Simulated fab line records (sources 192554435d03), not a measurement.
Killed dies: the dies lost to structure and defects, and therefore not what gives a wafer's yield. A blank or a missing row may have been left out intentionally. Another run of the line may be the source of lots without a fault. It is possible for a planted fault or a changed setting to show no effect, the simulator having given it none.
Matching of chambers | flow n5 finfet | N5_BEOL_M13_ETCH_67 on rie diel-03: 4 sister chambers
The step etches SiARC in CF4, target depth 143 nm, time 238.3 s. 7 wafers are shown with their chamber, then 7 later ones without.

## WAFERS WITH THEIR CHAMBER
wafer  | chamber | drypump motor current A (A) | throttle valve pct (%)
L083.5 | 3       | 4.9                         | 15.98
L082.4 | 3       | 4.9                         | 15.99
L081.3 | 0       | 6.0                         | 15.59
L088.2 | 2       | 5.4                         | 15.18
L088.6 | 1       | 6.5                         | 15.80
L091.1 | 2       | 5.4                         | 15.19
L091.4 | 1       | 6.4                         | 15.80

## WAFERS WHOSE CHAMBER IS MISSING
wafer  | drypump motor current A (A) | throttle valve pct (%)
L091.5 | 5.4                         | 15.19
L096.2 | 4.9                         | 16.03
L096.3 | 6.0                         | 15.63
L096.4 | 5.4                         | 15.24
L097.1 | 5.4                         | 15.23
L097.4 | 6.0                         | 15.62
L097.6 | 6.5                         | 15.83

## THE CHAMBER EACH PASSED THROUGH
wafer  | from the rows above | in truth
L091.5 | 2                   | 2
L096.2 | 3                   | 3
L096.3 | 0                   | 0
L096.4 | 2                   | 2
L097.1 | 2                   | 2
L097.4 | 0                   | 0
L097.6 | 1                   | 1
7 of 7 placed correctly. Can't be placed from these rows: 0. Placed wrongly: 0.
How it was worked out, from the rows above alone: a wafer's distance from a chamber is the root of the sum, over the readings, of the square of ((its reading less the chamber's mean) divided by the reading's scatter). The wafer belongs to the nearest chamber; if the next one is less than 2 further off, it can't be placed. A chamber's mean is the mean of its shown wafers. How the scatter is found: for the shown wafers, subtract from each reading the mean of its chamber, square and add these, divide the total by (wafers less chambers), then take the root.
